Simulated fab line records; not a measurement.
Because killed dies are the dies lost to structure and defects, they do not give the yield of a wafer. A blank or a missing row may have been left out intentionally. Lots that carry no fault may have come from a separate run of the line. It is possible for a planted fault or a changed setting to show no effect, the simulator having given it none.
Matching of chambers	flow n5Finfet	N5_HKMG_FIN_CMP_23 on cmp-01: 4 sister chambers
The step polishes, stops on SiNx, t overpolish 10 s, target thk 46.326 nm. 4 wafers are shown with their chamber, then 7 later ones without.

## WAFERS WITH THEIR CHAMBER
wafer	chamber	motorCurrentA (A)
L082.3	1	14.7
L084.4	2	12.7
L085.1	0	14.5
L085.3	3	13.3

## WAFERS WITH NO CHAMBER GIVEN
wafer	motorCurrentA (A)
L088.1	15.3
L091.1	14.8
L091.2	13.5
L091.4	13.6
L092.2	14.9
L092.3	13.2
L092.4	12.9

## THE CHAMBER EACH PASSED THROUGH
wafer	from the rows above	in truth
L088.1	can't be placed: 1 or 0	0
L091.1	can't be placed: 1 or 0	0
L091.2	3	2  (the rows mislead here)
L091.4	3	3
L092.2	can't be placed: 1 or 0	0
L092.3	can't be placed: 3 or 2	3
L092.4	can't be placed: 2 or 3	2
Correct placement for 1 of the 7. Unplaceable from these rows: 5, with the true chamber sitting among the candidates in 5. 1 placed wrongly.
How it was worked out, from the rows above alone: a wafer's distance from a chamber is the root of the sum, over the readings, of the square of ((its reading less the chamber's mean) divided by the reading's scatter). If the next closest chamber is less than 2 further off than the closest, the wafer can't be placed; otherwise it belongs to the closest. Each chamber's mean is taken over the wafers shown for it. The scatter: with one shown wafer a chamber, the root of the mean of the squares of how far each hidden wafer lies from its nearest shown one.
